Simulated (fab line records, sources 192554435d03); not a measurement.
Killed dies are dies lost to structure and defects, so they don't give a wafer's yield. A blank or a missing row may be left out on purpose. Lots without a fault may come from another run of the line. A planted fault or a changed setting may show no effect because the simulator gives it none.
A struck lot beside a sound one | flow n5_finfet | 17 steps out of a route of 1938
Sound: wafers L580.1, L580.4, L580.5. Struck: wafers L572.1, L572.2, L572.3. The cause comes at the end.
At each step with rows: each side's tool, then ch and its chambers, then its first start. Under that, the readings that differ: sound wafers | struck wafers | difference of the means | sigmas: that difference in standard deviations of wafers without a fault.
alike: readings whose means differ by less than 2 such deviations, and words and numbers that are the same on both sides. not compared: withheld readings, readings that some wafer has no value for, bounds like >300 that may hide the same value, and numbers for which the record gives no deviation and whose values overlap.
The two part at a step that has a row with sigmas, a row that says differs or no value, or rows on one side only. Numbers that don't overlap but have no deviation are shown without sigmas and don't part them. A reading that every wafer of one side lacks parts them only if that side has two wafers or more.

first, 9 steps without rows for these wafers: N5_SD_EPI_P_COAT_35 (time 60 s, resist thk 35 nm); N5_SD_EPI_P_COAT_03 (resist thk 150 nm); N5_SD_EPI_P_EBR_05; N5_SD_EPI_P_SOFTBAKE_04 (time 60 s); N5_SD_EPI_P_EXPOSE_06 (exposes mask SD P BLK, target cd 240 nm); N5_SD_EPI_P_PEB_07 (peb time 60 s); N5_SD_EPI_P_DEVELOP_08 (develop time 30 s); N5_SD_EPI_P_DESCUM_14 (chemistry O2, time 7.9 s); N5_SD_EPI_P_ETCH_36 (etches SiARC in CF4, target depth 45.5 nm, time 75.8 s).
N5_SD_EPI_P_ETCH_37: etches SOC in N2/H2, overetch 108 nm, time 486 s.
  sound on rie_diel-02 ch 1,2,3, day 8 20:47; struck on rie_diel-04 ch 0,1,2, day 6 13:47
  no value came back on the struck wafers for any of 8 readings (bias_w (W), chamber_pressure_mTorr (mTorr) and others); on the sound wafers bias_w (W) reads 132.7 132.9 133.3
  reading                                             | sound          | struck            | difference | sigmas
  model.CAR-ArF-block_of_SD_EPI_P_COAT_03.thk_nm (nm) | 0 0 0          | 110.4 110.2 110.4 | +110.3     |
  model.SiARC_of_SD_EPI_P_COAT_35.thk_nm (nm)         | 20.2 19.8 19.6 | 35 35 35          | +15        |
  not compared: rf_hours_counter_h
then, 1 step without rows for these wafers: N5_SD_EPI_P_STRIP_38 (strips in N2/H2).
N5_SD_EPI_P_ETCHBACK_46: etches SiNx in CH3F/O2, stops on SiO2, target depth 17.5 nm.
  sound on rie_diel-02 ch 1,2,3, day 8 21:07; struck on rie_diel-04 ch 0,1,2, day 6 14:07
  reading               | sound          | struck         | difference | sigmas
  oes_product_au (a.u.) | 0.64 0.67 0.80 | 0.29 0.33 0.31 | -0.39      | -7
  alike: drypump_motor_current_A, rf_fwd_power_W, rf_vpp_V, showerhead_plenum_p_Torr, throttle_valve_pct
  not compared: rf_hours_counter_h
then, 1 step without rows for these wafers: N5_SD_EPI_P_ETCH_47 (etches SiOCN in CH3F/O2, target depth 25 nm).
N5_SD_EPI_P_ETCH_16: etches SiO2 in CHF3/O2, target depth 5 nm.
  sound on rie_diel-02 ch 1,2,3, day 8 21:19; struck on rie_diel-04 ch 0,1,2, day 6 14:19
  reading                                     | sound        | struck     | difference | sigmas
  model.SiARC_of_SD_EPI_P_COAT_35.thk_nm (nm) | 12.4 12 11.4 | 27 26.6 27 | +15        |
  alike: CHF3_flow_sccm, O2_flow_sccm, drypump_motor_current_A, oes_product_au, rf_fwd_power_W, rf_vpp_V, showerhead_plenum_p_Torr, throttle_valve_pct
  not compared: rf_hours_counter_h
then, 1 step without rows for these wafers: N5_SD_EPI_P_STRIP_50 (strips in CHF3/O2).
N5_BEOL_M4_RC_MEAS_101:
  the record has rows for the sound wafers here (prober-01 ch 0, day 15 06:19) and none for the struck ones
-- the record jumps here: 9 days lie between the struck wafers' starts before and after (it left off in module BEOL_M4 and takes up again in module PASSIVATION, whose first step shown is number 1936 of the route) --
N5_PASSIVATION_PROBE_49:
  sound on prober-01, day 20 11:33; struck on prober-02, day 15 15:24
  reading             | sound | struck         | difference | sigmas
  killed_at_front_end | 50    | 1124 1141 1116 | +1077      | +83
  killed_dies         | 127   | 1180 1180 1180 | +1053      | +53
  killed_on_rim       | 18    | 152 152 152    | +134       | +34
  killed_open         | 84    | 50 44 59       | -33        | -2
  alike: killed_at_M0_to_M3, killed_at_M4_up, killed_at_contacts, killed_at_other, killed_short

WHERE THEY PART
First at N5_SD_EPI_P_ETCH_37; last, within this record, at N5_PASSIVATION_PROBE_49.

WHY: what the simulator had put in
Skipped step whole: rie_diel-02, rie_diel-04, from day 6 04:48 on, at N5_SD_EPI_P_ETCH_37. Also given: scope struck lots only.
